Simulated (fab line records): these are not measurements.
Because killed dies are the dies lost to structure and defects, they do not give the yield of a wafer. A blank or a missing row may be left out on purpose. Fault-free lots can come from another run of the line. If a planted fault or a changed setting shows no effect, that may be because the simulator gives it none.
A struck lot beside a sound one	flow n5Finfet	14 steps out of a route of 1938
Sound: the wafers L623.1, L623.2, L623.4. The struck wafers were L615.1, L615.4, L615.5. The cause comes at the end.
Order at every step that has rows: each side's tool, ch and its chambers, its first start. Under that, the readings that differ: sound wafers	struck wafers	difference of the means	sigmas: that difference in standard deviations of wafers without a fault.
alike: readings whose means differ by less than 2 such deviations, and words and numbers that are the same on both sides. not compared: withheld readings, readings that some wafer has no value for, bounds like >300 that may hide the same value, and numbers for which the record gives no deviation and whose values overlap.
The two part at a step that has a row with sigmas, a row that says differs or no value, or rows on one side only. When numbers do not overlap yet have no deviation, they are printed without sigmas and do not part them. A reading missing from all wafers of one side parts the sides only when that side holds two or more wafers.

first, 1 step without rows for these wafers: N5_BEOL_M9_STRIP_68 (strips in N2/H2).
N5_BEOL_M9_STRIP_67: strips in CF4.
  sound on rieDiel-06 ch 1,2,3, day 14 01:42; struck on rieDiel-03 ch 0,2,3, day 12 04:42
  alike: drypumpMotorCurrentA, oesProductAu, rfVppV, showerheadPlenumPTorr, throttleValvePct
  not compared: rfHoursCounterH
N5_BEOL_M9_HM_OPEN_17: chemistry Cl2/BCl3, target TiN, target depth 20 nm, overetch 6 nm.
  sound on rieMetal-03 ch 0,1, day 14 01:44; struck on rieMetal-02 ch 1, day 12 04:44
  alike: drypumpMotorCurrentA, mfcArSccm, oesProductAu, throttleValvePct
  not compared: rfHoursCounterH
N5_BEOL_M9_STRIP_19: strips in O2.
  sound on rieDiel-03 ch 0,1,3, day 14 01:56; struck on rieDiel-06 ch 0,1,2, day 12 04:57
  alike: drypumpMotorCurrentA, oesProductAu, rfVppV, showerheadPlenumPTorr, throttleValvePct
  not compared: rfHoursCounterH
N5_BEOL_M9_CD_MEAS_18: pitch 140 nm, target cd 70 nm.
  sound on cdSem-03 at day 14 02:01; struck on cdSem-02 at day 12 05:01
  alike: cdNm
then, 7 steps without rows for these wafers: N5_BEOL_M9_COAT_63 (time 60 s, resist thk 60 nm); N5_BEOL_M9_COAT_64 (time 60 s, resist thk 12 nm); N5_BEOL_M9_COAT_75 (time 60 s, resist thk 5 nm); N5_BEOL_M9_COAT_22 (resist thk 30 nm); N5_BEOL_M9_EBR_24; N5_BEOL_M9_SOFTBAKE_23 (time 60 s); N5_BEOL_M9_EXPOSE_25 (exposes mask V8).
N5_BEOL_M9_PEB_26: peb time 60 s.
  sound on lithoTrack-01 ch 0, day 14 02:22; struck on lithoTrack-01, day 12 06:25
  no value came back on the struck wafers for chillPlateTempC (C), exhaustPa (Pa); on the sound wafers chillPlateTempC (C) reads 23.08 23.15 23.12
then, 1 step without rows for these wafers: N5_BEOL_M9_DEVELOP_27 (develop time 30 s).

## WHERE THEY PART
At N5_BEOL_M9_PEB_26 and nowhere else, as far as this record goes.

WHY: whatever the simulator had introduced
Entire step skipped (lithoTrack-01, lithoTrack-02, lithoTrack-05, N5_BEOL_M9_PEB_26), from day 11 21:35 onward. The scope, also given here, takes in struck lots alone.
